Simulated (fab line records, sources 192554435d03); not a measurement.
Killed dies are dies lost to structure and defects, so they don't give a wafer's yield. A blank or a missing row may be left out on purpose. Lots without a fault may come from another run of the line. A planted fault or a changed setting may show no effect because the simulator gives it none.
Which tool did it? | flow n5_finfet | 24 lots, 72 wafers sampled, at 6 steps of a route of 1938

WHAT THE GAUGES READ, wafer by wafer
N5_BEOL_M7_RS_MEAS_57: measures by four-point-probe. Usual: M7_RS 0.289 ohm/sq, standard deviation 0.011.
lot  | measured     | on            | M7_RS (ohm/sq)    | flag
L074 | day 8 20:37  | film_metro-01 | 0.292 0.288 0.283 |
L075 | day 9 07:38  | film_metro-01 | 0.299 0.278 0.294 |
L076 | day 9 16:08  | film_metro-02 | 0.284 0.278 0.287 |
L077 | day 9 17:22  | film_metro-01 | 0.308 0.292 0.295 |
L078 | day 9 19:50  | film_metro-02 | 0.293 0.303 0.292 |
L079 | day 10 01:04 | film_metro-01 | 0.271 0.299 0.277 |
L080 | day 10 02:59 | film_metro-01 | 0.289 0.301 0.305 |
L081 | day 11 02:42 | film_metro-01 | 0.300 0.293 0.299 |
L082 | day 11 09:17 | film_metro-01 | 0.275 0.287 0.275 |
L084 | day 11 15:02 | film_metro-01 | 0.279 0.279 0.278 |
L085 | day 11 15:45 | film_metro-02 | 0.295 0.301 0.297 |
L083 | day 11 19:54 | film_metro-02 | 0.283 0.304 0.305 |
L088 | day 12 10:19 | film_metro-01 | 0.280 0.273 0.288 |
L086 | day 12 10:35 | film_metro-02 | 0.281 0.283 0.279 |
L087 | day 12 12:54 | film_metro-02 | 0.284 0.304 0.290 |
L089 | day 12 21:31 | film_metro-01 | 0.295 0.306 0.295 |
L090 | day 13 07:13 | film_metro-01 | 0.302 0.272 0.275 |
L091 | day 13 13:26 | film_metro-01 | 0.282 0.278 0.286 |
L092 | day 13 17:07 | film_metro-02 | 0.284 0.302 0.302 |
L094 | day 14 02:59 | film_metro-01 | 0.287 0.278 0.284 |
L093 | day 14 03:04 | film_metro-01 | 0.311 0.309 0.294 |
L095 | day 14 08:45 | film_metro-02 | 0.271 0.279 0.282 |
L097 | day 14 16:32 | film_metro-02 | 0.276 0.291 0.285 |
L096 | day 14 16:52 | film_metro-02 | 0.298 0.302 0.297 |

N5_BEOL_M8_RS_MEAS_57: measures by four-point-probe. Usual: M8_RS 0.291 ohm/sq, standard deviation 0.012.
lot  | measured     | on            | M8_RS (ohm/sq)    | flag
L074 | day 9 04:57  | film_metro-01 | 0.267 0.299 0.281 |
L075 | day 9 14:32  | film_metro-02 | 0.288 0.296 0.309 |
L076 | day 9 22:18  | film_metro-01 | 0.305 0.276 0.281 |
L077 | day 9 23:16  | film_metro-02 | 0.295 0.307 0.310 |
L078 | day 10 02:26 | film_metro-02 | 0.288 0.290 0.271 |
L079 | day 10 06:59 | film_metro-01 | 0.290 0.284 0.275 |
L080 | day 10 12:37 | film_metro-01 | 0.304 0.306 0.299 |
L081 | day 11 09:26 | film_metro-01 | 0.278 0.303 0.286 |
L082 | day 11 18:00 | film_metro-02 | 0.283 0.300 0.292 |
L084 | day 11 23:32 | film_metro-02 | 0.283 0.303 0.303 |
L085 | day 12 00:28 | film_metro-02 | 0.316 0.280 0.276 |
L083 | day 12 02:56 | film_metro-01 | 0.276 0.277 0.297 |
L088 | day 12 21:06 | film_metro-02 | 0.292 0.297 0.310 |
L086 | day 12 19:43 | film_metro-01 | 0.276 0.307 0.269 |
L087 | day 12 22:11 | film_metro-02 | 0.296 0.320 0.293 |
L089 | day 13 06:28 | film_metro-02 | 0.283 0.284 0.311 |
L090 | day 13 16:59 | film_metro-01 | 0.273 0.304 0.306 |
L091 | day 13 21:19 | film_metro-02 | 0.287 0.296 0.284 |
L092 | day 14 01:15 | film_metro-02 | 0.293 0.305 0.286 |
L094 | day 14 09:20 | film_metro-01 | 0.282 0.277 0.283 |
L093 | day 14 11:41 | film_metro-01 | 0.274 0.300 0.293 |
L095 | day 14 15:58 | film_metro-02 | 0.274 0.283 0.287 |
L097 | day 15 00:50 | film_metro-02 | 0.280 0.271 0.292 |
L096 | day 15 00:59 | film_metro-02 | 0.299 0.291 0.299 |

N5_BEOL_M8_INSPECT_58: inspects for defects (darkfield). Usual: raw_defect_count 74, standard deviation 22.
lot  | measured     | on                | raw_defect_count | flag
L074 | day 9 04:58  | defect_inspect-01 | 70 79 68         |
L075 | day 9 14:34  | defect_inspect-02 | 50 60 75         |
L076 | day 9 22:19  | defect_inspect-01 | 64 93 93         |
L077 | day 9 23:17  | defect_inspect-01 | 71 79 92         |
L078 | day 10 02:28 | defect_inspect-02 | 39 39 52         |
L079 | day 10 07:01 | defect_inspect-01 | 50 61 69         |
L080 | day 10 12:38 | defect_inspect-01 | 37 69 58         |
L081 | day 11 09:28 | defect_inspect-02 | 68 80 58         |
L082 | day 11 18:02 | defect_inspect-02 | 122 110 88       |
L084 | day 11 23:34 | defect_inspect-02 | 85 51 73         |
L085 | day 12 00:29 | defect_inspect-02 | 38 56 92         |
L083 | day 12 02:58 | defect_inspect-02 | 61 100 115       |
L088 | day 12 21:08 | defect_inspect-01 | 97 110 90        |
L086 | day 12 19:44 | defect_inspect-02 | 47 81 50         |
L087 | day 12 22:13 | defect_inspect-01 | 72 64 59         |
L089 | day 13 06:30 | defect_inspect-01 | 82 47 50         |
L090 | day 13 17:01 | defect_inspect-01 | 44 56 105        |
L091 | day 13 21:20 | defect_inspect-01 | 124 75 142       |
L092 | day 14 01:16 | defect_inspect-02 | 80 72 101        |
L094 | day 14 09:22 | defect_inspect-02 | 75 88 70         |
L093 | day 14 11:43 | defect_inspect-02 | 56 59 84         |
L095 | day 14 15:59 | defect_inspect-02 | 103 111 91       |
L097 | day 15 00:52 | defect_inspect-01 | 57 83 51         |
L096 | day 15 01:01 | defect_inspect-01 | 36 68 62         |

WHICH TOOL RAN EACH LOT (tool, then ch and the chambers of the sampled wafers, then the start)
lot  | N5_BEOL_M8_ETCH_66                 | N5_BEOL_M8_STRIP_36                | N5_BEOL_M8_CMP_52
L074 | rie_diel-03 ch 0,2,3, day 9 00:50  | rie_diel-03 ch 0,2,3, day 9 00:59  | cmp-01 ch 1,3, day 9 04:31
L075 | rie_diel-02 ch 0,1,2, day 9 10:58  | rie_diel-02 ch 0,1,2, day 9 11:07  | cmp-03 ch 1,2,3, day 9 13:59
L076 | rie_diel-02 ch 0,3, day 9 18:58    | rie_diel-02 ch 0,3, day 9 19:07    | cmp-04 ch 0,1,3, day 9 21:55
L077 | rie_diel-03 ch 2,3, day 9 20:09    | rie_diel-03 ch 2,3, day 9 20:18    | cmp-03 ch 0,1,3, day 9 22:50
L078 | rie_diel-02 ch 1,2,3, day 9 23:44  | rie_diel-02 ch 1,2,3, day 9 23:53  | cmp-04 ch 2,3, day 10 02:03
L079 | rie_diel-02 ch 1,2,3, day 10 04:34 | rie_diel-02 ch 1,2,3, day 10 04:43 | cmp-04 ch 1,2,3, day 10 06:32
L080 | rie_diel-03 ch 2,3, day 10 08:11   | rie_diel-03 ch 2,3, day 10 08:20   | cmp-04 ch 1,2, day 10 12:14
L081 | rie_diel-03 ch 0,1,3, day 11 06:47 | rie_diel-03 ch 0,1,3, day 11 06:56 | cmp-01 ch 0,1,2, day 11 09:01
L082 | rie_diel-03 ch 0,3, day 11 13:24   | rie_diel-03 ch 0,3, day 11 13:34   | cmp-03 ch 0,1,2, day 11 17:39
L084 | rie_diel-03 ch 0,1,3, day 11 19:14 | rie_diel-03 ch 0,1,3, day 11 19:23 | cmp-03 ch 1,2,3, day 11 23:09
L085 | rie_diel-02 ch 0,1,3, day 11 21:41 | rie_diel-02 ch 0,1,3, day 11 21:50 | cmp-04 ch 0,1,3, day 12 00:03
L083 | rie_diel-06 ch 0,2,3, day 12 00:02 | rie_diel-06 ch 0,2,3, day 12 00:11 | cmp-01 ch 0,3, day 12 02:29
L088 | rie_diel-03 ch 0,3, day 12 15:28   | rie_diel-03 ch 0,3, day 12 15:37   | cmp-04 ch 1,2,3, day 12 20:38
L086 | rie_diel-02 ch 0,1, day 12 15:04   | rie_diel-02 ch 0,1, day 12 15:13   | cmp-01 ch 0,2,3, day 12 19:19
L087 | rie_diel-02 ch 0,1,3, day 12 18:04 | rie_diel-02 ch 0,1,3, day 12 18:13 | cmp-03 ch 0,2,3, day 12 21:46
L089 | rie_diel-06 ch 0,1,2, day 13 02:32 | rie_diel-06 ch 0,1,2, day 13 02:41 | cmp-03 ch 1,2,3, day 13 06:10
L090 | rie_diel-06 ch 0,1, day 13 13:53   | rie_diel-06 ch 0,1, day 13 14:02   | cmp-01 ch 1,3, day 13 16:33
L091 | rie_diel-02 ch 1,3, day 13 18:40   | rie_diel-02 ch 1,3, day 13 18:49   | cmp-03 ch 0,2,3, day 13 20:55
L092 | rie_diel-02 ch 1,2, day 13 21:04   | rie_diel-02 ch 1,2, day 13 21:13   | cmp-03 ch 1,2, day 14 00:52
L094 | rie_diel-02 ch 1,3, day 14 06:18   | rie_diel-02 ch 1,3, day 14 06:27   | cmp-01 ch 0,2,3, day 14 08:59
L093 | rie_diel-03 ch 0,3, day 14 07:24   | rie_diel-03 ch 0,3, day 14 07:33   | cmp-03 ch 1,2,3, day 14 11:20
L095 | rie_diel-03 ch 0,1,3, day 14 12:35 | rie_diel-03 ch 0,1,3, day 14 12:44 | cmp-01 ch 0,2,3, day 14 15:32
L097 | rie_diel-06 ch 2,3, day 14 21:19   | rie_diel-06 ch 2,3, day 14 21:28   | cmp-01 ch 1,2, day 15 00:26
L096 | rie_diel-03 ch 1,2, day 14 21:22   | rie_diel-03 ch 1,2, day 14 21:31   | cmp-04 ch 1,2, day 15 00:34
- N5_BEOL_M8_ETCH_66: etches SOC in N2/H2, target depth 80 nm, overetch 16 nm, time 120 s.
- N5_BEOL_M8_STRIP_36: strips in N2/H2.
- N5_BEOL_M8_CMP_52: polishes, stops on SiCOH lowk, t overpolish 6.9 s, target thk 80 nm.

WHAT THE TOOLS THEMSELVES READ (means of the sampled wafers that have a number; where no wafer has one, the mark that the record gives instead)
N5_BEOL_M8_ETCH_66. Usual: drypump_motor_current_A 5.59 A, standard deviation 0.28; n2_flow_sccm 200.0 sccm, standard deviation 0.58; oes_product_au 0.61 a.u., standard deviation 0.058; rf_vpp_V 522.8 V, standard deviation 2.1; showerhead_plenum_p_Torr 2.50 Torr, standard deviation 0.065; throttle_valve_pct 17.8 %, standard deviation 0.34.
lot  | tool        | drypump_motor_current_A (A) | n2_flow_sccm (sccm) | oes_product_au (a.u.) | rf_vpp_V (V) | showerhead_plenum_p_Torr (Torr) | throttle_valve_pct (%) | flag
L074 | rie_diel-03 | 5.56                        | 199.8               | 0.59                  | 524.8        | 2.57                            | 17.7                   |
L075 | rie_diel-02 | 5.54                        | 199.9               | 0.56                  | 521.4        | 2.47                            | 18.3                   |
L076 | rie_diel-02 | 5.73                        | 200.1               | 0.64                  | 521.4        | 2.49                            | 18.1                   |
L077 | rie_diel-03 | 5.86                        | 200.4               | 0.59                  | 524.2        | 2.53                            | 17.7                   |
L078 | rie_diel-02 | 5.56                        | 199.6               | 0.59                  | 522.1        | 2.49                            | 18.2                   |
L079 | rie_diel-02 | 5.55                        | 200.1               | 0.60                  | 522.4        | 2.49                            | 18.1                   |
L080 | rie_diel-03 | 5.77                        | 199.5               | 0.63                  | 524.7        | 2.55                            | 17.6                   |
L081 | rie_diel-03 | 5.39                        | 200.3               | 0.63                  | 524.1        | 2.51                            | 17.5                   |
L082 | rie_diel-03 | 5.36                        | 200.1               | 0.65                  | 524.5        | 2.58                            | 17.5                   |
L084 | rie_diel-03 | 5.41                        | 199.7               | 0.62                  | 523.0        | 2.51                            | 17.5                   |
L085 | rie_diel-02 | 5.57                        | 200.2               | 0.59                  | 521.0        | 2.46                            | 18.2                   |
L083 | rie_diel-06 | 5.83                        | 200.9               | 0.60                  | 522.7        | 2.48                            | 17.8                   |
L088 | rie_diel-03 | 5.61                        | 199.2               | 0.59                  | 523.8        | 2.54                            | 17.6                   |
L086 | rie_diel-02 | 5.39                        | 199.8               | 0.54                  | 521.2        | 2.44                            | 18.3                   |
L087 | rie_diel-02 | 5.56                        | 200.4               | 0.58                  | 521.3        | 2.46                            | 18.2                   |
L089 | rie_diel-06 | 5.68                        | 200.3               | 0.63                  | 523.4        | 2.54                            | 17.7                   |
L090 | rie_diel-06 | 5.83                        | 200.7               | 0.63                  | 522.7        | 2.49                            | 17.6                   |
L091 | rie_diel-02 | 5.56                        | 199.9               | 0.62                  | 521.4        | 2.48                            | 18.1                   |
L092 | rie_diel-02 | 5.51                        | 199.6               | 0.66                  | 521.9        | 2.47                            | 17.9                   |
L094 | rie_diel-02 | 5.39                        | 200.3               | 0.58                  | 521.1        | 2.45                            | 18.3                   |
L093 | rie_diel-03 | 5.37                        | 199.3               | 0.63                  | 524.8        | 2.57                            | 17.5                   |
L095 | rie_diel-03 | 5.40                        | 199.6               | 0.60                  | 523.7        | 2.50                            | 17.6                   |
L097 | rie_diel-06 | 5.80                        | 200.0               | 0.68                  | 527.3        | 2.66                            | 17.7                   |
L096 | rie_diel-03 | 5.55                        | 199.8               | 0.61                  | 523.7        | 2.49                            | 17.5                   |

N5_BEOL_M8_STRIP_36. Usual: drypump_motor_current_A 5.59 A, standard deviation 0.28; n2_flow_sccm 200.0 sccm, standard deviation 0.63; oes_product_au 0.80 a.u., standard deviation 0.081; rf_vpp_V 59.0 V, standard deviation 1.4; showerhead_plenum_p_Torr 2.50 Torr, standard deviation 0.065; throttle_valve_pct 23.7 %, standard deviation 0.47.
lot  | tool        | drypump_motor_current_A (A) | n2_flow_sccm (sccm) | oes_product_au (a.u.) | rf_vpp_V (V) | showerhead_plenum_p_Torr (Torr) | throttle_valve_pct (%) | flag
L074 | rie_diel-03 | 5.59                        | 200.0               | 0.77                  | 58.1         | 2.56                            | 23.4                   |
L075 | rie_diel-02 | 5.55                        | 199.7               | 0.70                  | 58.8         | 2.46                            | 24.3                   |
L076 | rie_diel-02 | 5.75                        | 199.4               | 0.85                  | 59.6         | 2.49                            | 24.2                   |
L077 | rie_diel-03 | 5.84                        | 200.2               | 0.78                  | 58.7         | 2.53                            | 23.5                   |
L078 | rie_diel-02 | 5.55                        | 200.4               | 0.78                  | 59.1         | 2.48                            | 24.2                   |
L079 | rie_diel-02 | 5.58                        | 200.4               | 0.78                  | 59.0         | 2.48                            | 24.2                   |
L080 | rie_diel-03 | 5.77                        | 199.9               | 0.82                  | 59.0         | 2.54                            | 23.4                   |
L081 | rie_diel-03 | 5.41                        | 200.0               | 0.81                  | 57.8         | 2.51                            | 23.3                   |
L082 | rie_diel-03 | 5.37                        | 199.8               | 0.87                  | 60.0         | 2.58                            | 23.3                   |
L084 | rie_diel-03 | 5.43                        | 199.4               | 0.80                  | 58.3         | 2.51                            | 23.3                   |
L085 | rie_diel-02 | 5.56                        | 199.6               | 0.77                  | 59.3         | 2.46                            | 24.3                   |
L083 | rie_diel-06 | 5.84                        | 199.8               | 0.78                  | 60.7         | 2.48                            | 23.7                   |
L088 | rie_diel-03 | 5.64                        | 199.1               | 0.78                  | 58.9         | 2.54                            | 23.4                   |
L086 | rie_diel-02 | 5.37                        | 199.8               | 0.71                  | 58.8         | 2.43                            | 24.3                   |
L087 | rie_diel-02 | 5.58                        | 200.1               | 0.75                  | 59.0         | 2.45                            | 24.3                   |
L089 | rie_diel-06 | 5.68                        | 200.2               | 0.82                  | 59.8         | 2.53                            | 23.7                   |
L090 | rie_diel-06 | 5.82                        | 200.1               | 0.81                  | 58.7         | 2.49                            | 23.3                   |
L091 | rie_diel-02 | 5.57                        | 200.3               | 0.81                  | 57.3         | 2.48                            | 24.2                   |
L092 | rie_diel-02 | 5.52                        | 200.1               | 0.86                  | 57.8         | 2.47                            | 23.9                   |
L094 | rie_diel-02 | 5.37                        | 200.4               | 0.75                  | 57.9         | 2.45                            | 24.2                   |
L093 | rie_diel-03 | 5.37                        | 200.6               | 0.83                  | 60.0         | 2.57                            | 23.3                   |
L095 | rie_diel-03 | 5.41                        | 200.0               | 0.77                  | 59.2         | 2.50                            | 23.3                   |
L097 | rie_diel-06 | 5.81                        | 200.0               | 0.89                  | 59.0         | 2.65                            | 23.6                   |
L096 | rie_diel-03 | 5.54                        | 200.4               | 0.81                  | 59.4         | 2.49                            | 23.3                   |

N5_BEOL_M8_CMP_52. Usual: barrier_field_endpoint_s 28.6 s, standard deviation 1; motor_current_A 6.2 A, standard deviation 0.65; overpolish_run_s 6.898 s, standard deviation 0.0097; time_to_endpoint_s 62 s, standard deviation 5.1.
lot  | tool   | barrier_field_endpoint_s (s) | motor_current_A (A) | overpolish_run_s (s) | time_to_endpoint_s (s) | flag
L074 | cmp-01 | 30.9                         | 6.7                 | 6.900                | 68                     |
L075 | cmp-03 | 27.1                         | 6.3                 | 6.901                | 55                     |
L076 | cmp-04 | 28.9                         | 6.0                 | 6.898                | 63                     |
L077 | cmp-03 | 27.3                         | 5.8                 | 6.896                | 59                     |
L078 | cmp-04 | 28.8                         | 6.1                 | 6.906                | 63                     |
L079 | cmp-04 | 29.0                         | 5.8                 | 6.898                | 61                     |
L080 | cmp-04 | 29.4                         | 5.5                 | 6.898                | 64                     |
L081 | cmp-01 | 28.3                         | 6.4                 | 6.907                | 63                     |
L082 | cmp-03 | 27.1                         | 5.6                 | 6.899                | 54                     |
L084 | cmp-03 | 27.4                         | 6.0                 | 6.897                | 56                     |
L085 | cmp-04 | 28.6                         | 5.7                 | 6.898                | 64                     |
L083 | cmp-01 | 29.3                         | 6.3                 | 6.892                | 66                     |
L088 | cmp-04 | 28.8                         | 5.9                 | 6.898                | 65                     |
L086 | cmp-01 | 29.1                         | 6.2                 | 6.898                | 69                     |
L087 | cmp-03 | 27.8                         | 6.2                 | 6.900                | 62                     |
L089 | cmp-03 | 28.3                         | 6.2                 | 6.904                | 58                     |
L090 | cmp-01 | 29.2                         | 6.5                 | 6.898                | 66                     |
L091 | cmp-03 | 27.7                         | 6.3                 | 6.896                | 60                     |
L092 | cmp-03 | 27.4                         | 5.3                 | 6.894                | 52                     |
L094 | cmp-01 | 29.2                         | 6.6                 | 6.896                | 67                     |
L093 | cmp-03 | 27.9                         | 6.0                 | 6.896                | 59                     |
L095 | cmp-01 | 29.2                         | 6.6                 | 6.897                | 66                     |
L097 | cmp-01 | 29.1                         | 6.8                 | 6.895                | 63                     |
L096 | cmp-04 | 29.2                         | 5.6                 | 6.901                | 62                     |

THE ANSWER, worked out from the rows above alone
Rule: a lot is off if the mean of its wafers that have a number lies more than 3 standard deviations from the usual mean. A lot without any number at a reading at which 4 lots or more have one is off too. The other lots that the step has rows for count as sound. The gauges are gone through in route order, then the tools' own readings, and for those a lot's mean is taken as printed above. The first step at which some lot is off is used, and at that step the reading that is off furthest; a lot without a number counts as furthest.
No lot is off at any reading shown: from this, nothing can be told.

WHAT THE SIMULATOR HAD PUT IN
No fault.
